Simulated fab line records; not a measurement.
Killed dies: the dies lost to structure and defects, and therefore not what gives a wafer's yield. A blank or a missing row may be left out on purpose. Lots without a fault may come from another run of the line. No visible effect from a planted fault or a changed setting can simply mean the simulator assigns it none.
Which tool did it? || flow n5_finfet || 33 wafers from 11 lots sampled at 4 of the route's 1938 steps

WHAT EACH GAUGE READ, for each wafer
N5_BEOL_M11_OVL_MEAS_12.
{"lot": "L075", "measured": "day 10 15:49", "on": "overlay-02", "M11_OVL (nm)": "2.1 0.5 0.6"}
{"lot": "L077", "measured": "day 11 03:15", "on": "overlay-01", "M11_OVL (nm)": "1.7 1.0 0.8"}
{"lot": "L080", "measured": "day 12 08:18", "on": "overlay-02", "M11_OVL (nm)": "-0.6 -0.8 0.2"}
{"lot": "L083", "measured": "day 12 17:14", "on": "overlay-01", "M11_OVL (nm)": "1.3 0.2 0.0"}
{"lot": "L085", "measured": "day 13 21:59", "on": "overlay-01", "M11_OVL (nm)": "0.2 1.4 1.4"}
{"lot": "L086", "measured": "day 14 05:26", "on": "overlay-02", "M11_OVL (nm)": "1.0 1.3 -0.5"}
{"lot": "L084", "measured": "day 14 05:38", "on": "overlay-02", "M11_OVL (nm)": "1.0 -0.1 0.8"}
{"lot": "L092", "measured": "day 15 11:50", "on": "overlay-01", "M11_OVL (nm)": "0.0 0.0 0.1"}
{"lot": "L093", "measured": "day 15 18:41", "on": "overlay-01", "M11_OVL (nm)": "0.4 0.4 1.0"}
{"lot": "L095", "measured": "day 16 12:44", "on": "overlay-02", "M11_OVL (nm)": "-0.5 -0.2 -0.8"}
{"lot": "L097", "measured": "day 16 20:25", "on": "overlay-01", "M11_OVL (nm)": "0.2 1.0 -0.2"}

WHAT TOOL EACH LOT RAN ON (gives the tool, then ch and the chambers of the sampled wafers, and finally the start)
{"lot": "L075", "N5_BEOL_M10_ETCH_41": "rie_diel-01 ch 0,1,2, day 10 13:36 or earlier", "N5_BEOL_M10_CMP_52": "cmp-01 ch 0,2, day 10 13:36", "N5_BEOL_M11_CURE_71": "uv_cure-03 ch 2, day 10 14:19"}
{"lot": "L077", "N5_BEOL_M10_ETCH_41": "rie_diel-03 ch 2,3, day 11 00:24 or earlier", "N5_BEOL_M10_CMP_52": "cmp-04 ch 2,3, day 11 00:24", "N5_BEOL_M11_CURE_71": "uv_cure-02 ch 0, day 11 01:00"}
{"lot": "L080", "N5_BEOL_M10_ETCH_41": "rie_diel-03 ch 0,2, day 12 02:01 or earlier", "N5_BEOL_M10_CMP_52": "cmp-04 ch 2,3, day 12 02:01", "N5_BEOL_M11_CURE_71": "uv_cure-01 ch 0, day 12 02:47"}
{"lot": "L083", "N5_BEOL_M10_ETCH_41": "rie_diel-03 ch 0,1,2, day 12 15:16 or earlier", "N5_BEOL_M10_CMP_52": "cmp-01 ch 0,2,3, day 12 15:16", "N5_BEOL_M11_CURE_71": "uv_cure-03 ch 2, day 12 15:47"}
{"lot": "L085", "N5_BEOL_M10_ETCH_41": "rie_diel-03 ch 1,2,3, day 13 19:08 or earlier", "N5_BEOL_M10_CMP_52": "cmp-02 ch 1,2, day 13 19:08", "N5_BEOL_M11_CURE_71": "uv_cure-01 ch 1, day 13 19:41"}
{"lot": "L086", "N5_BEOL_M10_ETCH_41": "rie_diel-05 ch 0,1,2, day 14 01:53 or earlier", "N5_BEOL_M10_CMP_52": "cmp-04 ch 1,2,3, day 14 01:53", "N5_BEOL_M11_CURE_71": "uv_cure-03 ch 0, day 14 02:28"}
{"lot": "L084", "N5_BEOL_M10_ETCH_41": "rie_diel-05 ch 0,1,3, day 14 02:39 or earlier", "N5_BEOL_M10_CMP_52": "cmp-04 ch 1,2,3, day 14 02:39", "N5_BEOL_M11_CURE_71": "uv_cure-03 ch 1, day 14 03:16"}
{"lot": "L092", "N5_BEOL_M10_ETCH_41": "rie_diel-03 ch 0,1,2, day 15 09:14 or earlier", "N5_BEOL_M10_CMP_52": "cmp-01 ch 2,3, day 15 09:14", "N5_BEOL_M11_CURE_71": "uv_cure-02 ch 0, day 15 09:48"}
{"lot": "L093", "N5_BEOL_M10_ETCH_41": "rie_diel-03 ch 0,1,2, day 15 16:38 or earlier", "N5_BEOL_M10_CMP_52": "cmp-04 ch 1,2, day 15 16:38", "N5_BEOL_M11_CURE_71": "uv_cure-03 ch 1, day 15 17:22"}
{"lot": "L095", "N5_BEOL_M10_ETCH_41": "rie_diel-05 ch 0,1,3, day 16 09:37 or earlier", "N5_BEOL_M10_CMP_52": "cmp-02 ch 0,1, day 16 09:37", "N5_BEOL_M11_CURE_71": "uv_cure-02 ch 1, day 16 10:11"}
{"lot": "L097", "N5_BEOL_M10_ETCH_41": "rie_diel-01 ch 1,2,3, day 16 18:47 or earlier", "N5_BEOL_M10_CMP_52": "cmp-04 ch 0,2, day 16 18:47", "N5_BEOL_M11_CURE_71": "uv_cure-02 ch 1, day 16 19:22"}
- N5_BEOL_M10_ETCH_41: etches SiCN in CH3F/O2, target depth 42.6 nm, time 86 s.
- N5_BEOL_M10_CMP_52: polishes, stops on SiCOH lowk, t overpolish 7 s, target thk 140 nm.
- N5_BEOL_M11_CURE_71: cures SiCOH lowk, time 240 s.

THE ANSWER, worked out from the rows above alone
Rule: the lots themselves supply what counts as usual. The widest of any qualifying gaps counts: lots, ordered by their means at a reading, are off when they make up no more than a third of the lots, leave a main group of 4 or more, and stand apart from it by 3 or more times the standard deviation of that group's means. Not used: any main group whose means are identical at the precision the tables above print for the reading. A lot without any number at a reading at which 4 lots or more have one is off too. The other lots that the step has rows for count as sound.
No lot is off on any of the readings shown, so nothing can be concluded from this.

WHAT THE SIMULATOR PUT IN
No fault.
